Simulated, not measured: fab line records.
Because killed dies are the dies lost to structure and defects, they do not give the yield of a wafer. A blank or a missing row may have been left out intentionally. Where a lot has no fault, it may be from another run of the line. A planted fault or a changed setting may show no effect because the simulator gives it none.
A struck lot beside a sound one + flow n5 finfet + 16 steps out of a route of 1938
Sound: wafers L144.1, L144.2, L144.4. Struck: wafer L141.2 (left out: L141.5, L141.6 of the same lot, which were not struck); the cause appears at the end.
At each step with rows: each side's tool, then ch and its chambers, then its first start. Under that, the readings that differ: sound wafers + struck wafers + difference of the means + sigmas: that difference in standard deviations of wafers without a fault.
alike: same words and numbers on both sides, and readings whose means sit less than 2 such deviations apart. not compared: any withheld reading, any reading some wafer has no value for, any bound like >300 that may hide the same value, and any number with overlapping values for which the record gives no deviation.
The two part at a step that has a row with sigmas, a row that says differs or no value, or rows on one side only. Non-overlapping numbers with no deviation appear without sigmas and do not part them. Lack of a reading on every wafer of one side parts them only where that side has two or more wafers.

N5_BEOL_M1_DESCUM_16: chemistry O2, time 7 s.
  sound on rie diel-06 ch 0,1,2, day 10 01:14; struck on rie diel-01 ch 2, day 9 19:48
  alike: drypump motor current A, oes product au, rf vpp V, showerhead plenum p Torr, throttle valve pct
  not compared: rf hours counter h
N5_BEOL_M1_ETCH_74: etches underlayer in N2/H2, target depth 6.5 nm, time 5.2 s.
  sound on rie diel-06 ch 0,1,2, day 10 01:16; struck on rie diel-01 ch 2, day 9 19:50
  alike: drypump motor current A, etch rf on time s, oes product au, rf vpp V, showerhead plenum p Torr, throttle valve pct
  not compared: rf hours counter h
N5_BEOL_M1_ETCH_63: etches SiARC in CF4, target depth 15.6 nm, time 26 s.
  sound on rie diel-06 ch 0,1,2, day 10 01:17; struck on rie diel-01 ch 2, day 9 19:51
  alike: cf4 flow sccm, drypump motor current A, etch rf on time s, oes product au, rf vpp V, showerhead plenum p Torr, throttle valve pct
  not compared: rf hours counter h
then, 4 steps without rows for these wafers: N5_BEOL_M1_ETCH_64 (etches SOC in N2/H2, target depth 75 nm, overetch 15 nm, time 112.5 s); N5_BEOL_M1_STRIP_65 (strips in N2/H2); N5_BEOL_M1_STRIP_75 (strips in N2/H2); N5_BEOL_M1_STRIP_66 (strips in CF4).
N5_BEOL_M1_HM_OPEN_17: chemistry Cl2/BCl3, target TiN, target depth 20 nm, overetch 6 nm.
  sound on rie metal-03 ch 0,1, day 10 01:28; struck on rie metal-02 ch 0, day 9 20:03
| reading                     | sound       | struck | difference | sigmas |
|-----------------------------|-------------|--------|------------|--------|
| drypump motor current A (A) | 6.3 6.0 6.3 | 5.2    | -1.0       | -2     |
  alike: oes product au, throttle valve pct
  not compared: rf hours counter h
N5_BEOL_M1_STRIP_19: strips in O2.
  sound on rie diel-02 ch 0,3, day 10 01:41; struck on rie diel-01 ch 1, day 9 20:10
  alike: drypump motor current A, oes product au, rf vpp V, showerhead plenum p Torr, throttle valve pct
  not compared: rf hours counter h
N5_BEOL_M1_CD_MEAS_18: pitch 36 nm, target cd 18 nm.
  sound on cd sem-02 at day 10 01:45; struck on cd sem-03 at day 9 20:14
  alike: cd nm
then, 2 steps without rows for these wafers: N5_BEOL_M1_COAT_67 (time 60 s, resist thk 60 nm); N5_BEOL_M1_COAT_68 (time 60 s, resist thk 12 nm).
N5_BEOL_M1_COAT_76: time 60 s, resist thk 5 nm.
  sound on litho track-01 ch 0, day 10 01:47; struck on litho track-04 ch 0, day 9 20:16
| reading          | sound             | struck | difference | sigmas |
|------------------|-------------------|--------|------------|--------|
| run length s (s) | 65.85 65.81 65.92 | 83.23  | +17.37     | +83    |
  alike: resist line temp C, spin speed rpm
then, 1 step without rows for these wafers: N5_BEOL_M1_COAT_22 (resist thk 30 nm).
N5_BEOL_M4_RC_MEAS_101:
  sound on prober-01 ch 0, day 11 17:13; struck on prober-01 ch 0, day 11 09:45
  alike: DIBL_N, DIBL_P, IOFF_N, IOFF_P, ION_N, ION_P, SS_N, SS_P, VT_N, VT_P
-- here the record skips 5 days between the struck wafers' starts before and after, leaving off in module BEOL_M4 and picking up in module PASSIVATION (first step shown: number 1936 of the route) --
N5_PASSIVATION_PROBE_49:
  sound on prober-02 at day 17 04:02; struck on prober-02 at day 16 10:38
| reading         | sound  | struck | difference | sigmas |
|-----------------|--------|--------|------------|--------|
| killed at other | 2 8 20 | 1      | -9         | -3     |
  alike: defect limited yield, killed_at_M0_to_M3, killed_at_M4_up, killed at contacts, killed at front end, killed dies, killed on rim, killed open, killed short, sort_bin_5_function, sort_bin_6_memory, sort n pass, sort yield pct

## WHERE THEY PART
First at N5_BEOL_M1_HM_OPEN_17; last, within this record, at N5_PASSIVATION_PROBE_49.

WHY: what had been put in by the simulator
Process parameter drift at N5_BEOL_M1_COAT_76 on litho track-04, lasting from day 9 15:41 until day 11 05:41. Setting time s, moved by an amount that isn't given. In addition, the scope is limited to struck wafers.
